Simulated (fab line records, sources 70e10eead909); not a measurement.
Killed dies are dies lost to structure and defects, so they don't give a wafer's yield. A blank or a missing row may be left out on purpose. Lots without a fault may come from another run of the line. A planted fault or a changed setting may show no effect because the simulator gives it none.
Chamber matching | flow nand_harc | NHARC_A_CONTACT_DEP_85 on pecvd-02: 3 sister chambers
The step deposits SiON, target thk 50 nm. 6 wafers are shown with their chamber, then 8 later ones without.

WAFERS WITH THEIR CHAMBER
wafer  | chamber | heater_power_w (W)
L082.5 | 1       | 686
L088.5 | 0       | 748
L094.1 | 1       | 700
L094.2 | 2       | 609
L094.6 | 2       | 615
L093.3 | 0       | 692

WAFERS WITHOUT THEIR CHAMBER
wafer  | heater_power_w (W)
L093.4 | 676
L093.6 | 598
L097.2 | 580
L097.4 | 708
L097.6 | 647
L095.1 | 687
L095.4 | 687
L095.6 | 581

WHICH CHAMBER EACH WENT THROUGH
wafer  | from the rows above          | in truth
L093.4 | can't be placed: 1 or 0 or 2 | 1
L093.6 | 2                            | 2
L097.2 | 2                            | 2
L097.4 | can't be placed: 0 or 1      | 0
L097.6 | can't be placed: 2 or 1 or 0 | 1
L095.1 | can't be placed: 1 or 0      | 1
L095.4 | can't be placed: 1 or 0      | 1
L095.6 | 2                            | 2
Placed correctly: 3 of 8. Can't be placed from these rows: 5 (the true chamber is among the candidates in 5). Placed wrongly: 0.
How it was worked out, from the rows above alone: a wafer's distance from a chamber is the root of the sum, over the readings, of the square of ((its reading less the chamber's mean) divided by the reading's scatter). The wafer belongs to the nearest chamber; if the next one is less than 2 further off, it can't be placed. A chamber's mean is the mean of its shown wafers. The scatter: the root of (the sum of the squares of (reading less its chamber's mean) over the shown wafers, divided by (wafers less chambers)).
